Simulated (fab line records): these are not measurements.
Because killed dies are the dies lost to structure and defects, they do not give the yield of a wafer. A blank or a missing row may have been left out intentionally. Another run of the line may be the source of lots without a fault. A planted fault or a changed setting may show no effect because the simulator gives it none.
Which tool is to blame? :: flow n5_finfet :: 24 lots (72 wafers sampled), 1 step of a 1938-step route

WHAT EACH GAUGE READ, for each wafer
N5_BEOL_M15_THK_MEAS_01. Usual: M15_ILD_THK gives 1631 nm (standard deviation 20).
lot: L074
measured: day 11 22:33
on: film_metro-01
M15_ILD_THK (nm): 1590 1643 1638
flag: 

lot: L075
measured: day 11 23:16
on: film_metro-02
M15_ILD_THK (nm): 1609 1600 1624
flag: 

lot: L076
measured: day 12 00:46
on: film_metro-02
M15_ILD_THK (nm): 1625 1630 1635
flag: 

lot: L077
measured: day 12 01:14
on: film_metro-02
M15_ILD_THK (nm): 1617 1630 1649
flag: 

lot: L078
measured: day 12 04:04
on: film_metro-01
M15_ILD_THK (nm): 1592 1641 1625
flag: 

lot: L079
measured: day 12 10:45
on: film_metro-02
M15_ILD_THK (nm): 1630 1606 1651
flag: 

lot: L080
measured: day 13 01:05
on: film_metro-02
M15_ILD_THK (nm): 1613 1627 1646
flag: 

lot: L083
measured: day 13 11:52
on: film_metro-01
M15_ILD_THK (nm): 1625 1642 1602
flag: 

lot: L082
measured: day 13 11:57
on: film_metro-01
M15_ILD_THK (nm): 1608 1619 1619
flag: 

lot: L081
measured: day 13 12:16
on: film_metro-01
M15_ILD_THK (nm): 1613 1618 1636
flag: 

lot: L086
measured: day 14 01:02
on: film_metro-02
M15_ILD_THK (nm): 1639 1619 1657
flag: 

lot: L084
measured: day 14 07:24
on: film_metro-01
M15_ILD_THK (nm): 1618 1655 1614
flag: 

lot: L085
measured: day 14 16:54
on: film_metro-01
M15_ILD_THK (nm): 1626 1656 1662
flag: 

lot: L088
measured: day 14 20:27
on: film_metro-02
M15_ILD_THK (nm): 1638 1644 1662
flag: 

lot: L087
measured: day 14 20:32
on: film_metro-02
M15_ILD_THK (nm): 1624 1642 1684
flag: 

lot: L089
measured: day 15 19:54
on: film_metro-01
M15_ILD_THK (nm): 1613 1647 1662
flag: 

lot: L090
measured: day 15 23:46
on: film_metro-02
M15_ILD_THK (nm): 1632 1611 1634
flag: 

lot: L092
measured: day 15 23:58
on: film_metro-02
M15_ILD_THK (nm): 1614 1611 1653
flag: 

lot: L091
measured: day 16 02:25
on: film_metro-02
M15_ILD_THK (nm): 1650 1655 1674
flag: 

lot: L094
measured: day 16 12:13
on: film_metro-02
M15_ILD_THK (nm): 1615 1623 1654
flag: 

lot: L093
measured: day 16 17:59
on: film_metro-02
M15_ILD_THK (nm): 1648 1629 1626
flag: 

lot: L095
measured: day 17 02:07
on: film_metro-01
M15_ILD_THK (nm): 1606 1598 1640
flag: 

lot: L097
measured: day 17 05:50
on: film_metro-01
M15_ILD_THK (nm): 1599 1613 1630
flag: 

lot: L096
measured: day 17 12:52
on: film_metro-02
M15_ILD_THK (nm): 1607 1635 1642
flag: 

EACH LOT AND THE TOOL THAT RAN IT (in order: tool; ch and the chambers of the sampled wafers; start)
The record holds no process step before these readings.

WHAT THE TOOLS THEMSELVES READ (means of the sampled wafers that have a number; where no wafer has one, the mark that the record gives instead)
The record holds no such reading with a usual standard deviation.

THE ANSWER, worked out from the rows above alone
Rule: take the mean of a lot's wafers that have a number; if it is more than 3 standard deviations from the usual mean, the lot is off. A lot without any number at a reading at which 4 lots or more have one is off too. The other lots that the step has rows for count as sound. First the gauges in route order, then the tools' own readings, where a lot's mean is used as printed above. At the first step where some lot is off, the reading lying furthest off is the one used; lots without a number count as furthest.
Across all readings shown, no lot is off: no conclusion can be drawn from this.

WHAT THE SIMULATOR HAD INSERTED
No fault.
